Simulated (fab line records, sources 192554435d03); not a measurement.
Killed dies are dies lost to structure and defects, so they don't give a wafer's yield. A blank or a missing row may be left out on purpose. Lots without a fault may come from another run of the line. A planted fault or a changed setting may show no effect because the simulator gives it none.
A struck lot beside a sound one | flow n5_finfet | 36 steps out of a route of 1938
Sound: wafers L794.1, L794.2, L794.5. Struck: wafer L804.2. (L804.5, L804.6 of the same lot were not struck and are left out.) The cause comes at the end.
At each step with rows: each side's tool, then ch and its chambers, then its first start. Under that, the readings that differ: sound wafers | struck wafers | difference of the means | sigmas: that difference in standard deviations of wafers without a fault.
alike: readings whose means differ by less than 2 such deviations, and words and numbers that are the same on both sides. not compared: withheld readings, readings that some wafer has no value for, bounds like >300 that may hide the same value, and numbers for which the record gives no deviation and whose values overlap.
The two part at a step that has a row with sigmas, a row that says differs or no value, or rows on one side only. Numbers that don't overlap but have no deviation are shown without sigmas and don't part them. A reading that every wafer of one side lacks parts them only if that side has two wafers or more.

first, 9 steps without rows for these wafers: N5_BEOL_M12_PRE_CLEAN_42 (time 30 s); N5_BEOL_M12_SPUTTER_43 (material TaN, target thk 15 nm, time 24.19 s); N5_BEOL_M12_SPUTTER_44 (material Ta, target thk 10 nm, time 16.13 s); N5_BEOL_M12_SPUTTER_45 (material Cu, target thk 80 nm, time 13.33 s); N5_BEOL_M12_ECD_47 (material Cu, target thk 720 nm); N5_BEOL_M12_ANNEAL_48 (time 90 s); N5_BEOL_M12_CMP_49 (polishes, stops on SiOC, t overpolish 20.6 s, target thk 320 nm); N5_BEOL_M12_PRE_CLEAN_52 (time 15 s); N5_BEOL_M12_DEP_53 (deposits SiCN from 3MS/NH3, target thk 30 nm, time 10.5 s).
N5_BEOL_M13_ILD_DEP_00: deposits SiOC from DEMS/O2, target thk 837.92 nm, time 166.4 s.
  sound on pecvd-02 ch 0,1,2, day 13 18:40; struck on pecvd-02 ch 1, day 16 00:42
  reading                                       | sound                | struck | difference | sigmas
  susceptor_temp_C (C)                          | 349.94 350.35 349.90 | 341.78 | -8.28      | -38
  model.SiOC_of_BEOL_M13_ILD_DEP_00.thk_nm (nm) | 830.2 834.2 849      | 875.6  | +37.8      |
  alike: heater_power_w, showerhead_plenum_p_Torr, throttle_valve_pct
then, 10 steps without rows for these wafers: N5_BEOL_M13_COAT_58 (time 60 s, resist thk 89 nm); N5_BEOL_M13_COAT_04 (resist thk 400 nm); N5_BEOL_M13_EBR_06; N5_BEOL_M13_SOFTBAKE_05 (time 60 s); N5_BEOL_M13_EXPOSE_07 (exposes mask V12); N5_BEOL_M13_PEB_08 (peb time 90 s); N5_BEOL_M13_DEVELOP_09 (develop time 45 s); N5_BEOL_M13_HARDBAKE_14 (time 120 s); N5_BEOL_M13_DESCUM_15 (chemistry O2, time 7.9 s); N5_BEOL_M13_ETCH_59 (etches BARC in N2/H2, target depth 89 nm, overetch 26.7 nm, time 67.9 s).
N5_BEOL_M13_VIA_ETCH_16: etches SiOC in C4F8/O2/Ar, target depth 921.7 nm.
  sound on rie_diel-02 ch 1,3, day 13 19:17; struck on rie_diel-03 ch 2, day 16 01:28
  reading                  | sound           | struck | difference | sigmas
  model.etch.depth_nm (nm) | 830.3 834.1 849 | 875.5  | +37.7      |
  alike: drypump_motor_current_A, oes_product_au, rf_vpp_V, showerhead_plenum_p_Torr, throttle_valve_pct
then, 13 steps without rows for these wafers: N5_BEOL_M13_STRIP_63 (strips in N2/H2); N5_BEOL_M13_STRIP_64 (strips in N2/H2); N5_BEOL_M13_STRIP_71 (strips in post etch residue remover, time 60 s); N5_BEOL_M13_SRD_72 (time 30 s, dry time 30 s); N5_BEOL_M13_COAT_65 (time 60 s, resist thk 350 nm); N5_BEOL_M13_COAT_66 (time 60 s, resist thk 110 nm); N5_BEOL_M13_COAT_22 (resist thk 300 nm); N5_BEOL_M13_EBR_24; N5_BEOL_M13_SOFTBAKE_23 (time 60 s); N5_BEOL_M13_EXPOSE_25 (exposes mask M13, target cd 210 nm); N5_BEOL_M13_PEB_26 (peb time 90 s); N5_BEOL_M13_DEVELOP_27 (develop time 45 s); N5_BEOL_M13_HARDBAKE_32 (time 120 s).
N5_BEOL_M13_CMP_49: polishes, stops on SiOC, t overpolish 17.1 s, target thk 420 nm.
  sound on cmp-02 ch 0,1,3, day 14 00:20; struck on cmp-02 ch 2, day 16 05:51
  reading                                       | sound                | struck | difference | sigmas
  overpolish_run_s (s)                          | 17.097 17.101 17.085 | 17.113 | +0.019     | +2
  model.SiOC_of_BEOL_M13_ILD_DEP_00.thk_nm (nm) | 773.4 775.4 789.6    | 812.8  | +33.3      |
  alike: barrier_field_endpoint_s, motor_current_A, retaining_ring_pressure_frac, slurry_flow_ml_min
N5_PASSIVATION_PROBE_49:
  sound on prober-02, day 15 07:17; struck on prober-01, day 17 11:07
  alike: defect_limited_yield, killed_at_M0_to_M3, killed_at_M4_up, killed_at_contacts, killed_at_front_end, killed_at_other, killed_dies, killed_open, killed_short, sort_bin_4_leakage, sort_bin_5_function, sort_bin_6_memory, sort_n_pass, sort_yield_pct

WHERE THEY PART
First at N5_BEOL_M13_ILD_DEP_00; last, within this record, at N5_BEOL_M13_CMP_49. Later steps at which nothing parts them and some readings are alike: N5_PASSIVATION_PROBE_49.

WHY: what the simulator had put in
Process parameter drift: pecvd-02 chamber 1, from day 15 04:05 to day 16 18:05, at N5_BEOL_M13_ILD_DEP_00. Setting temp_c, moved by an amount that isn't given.
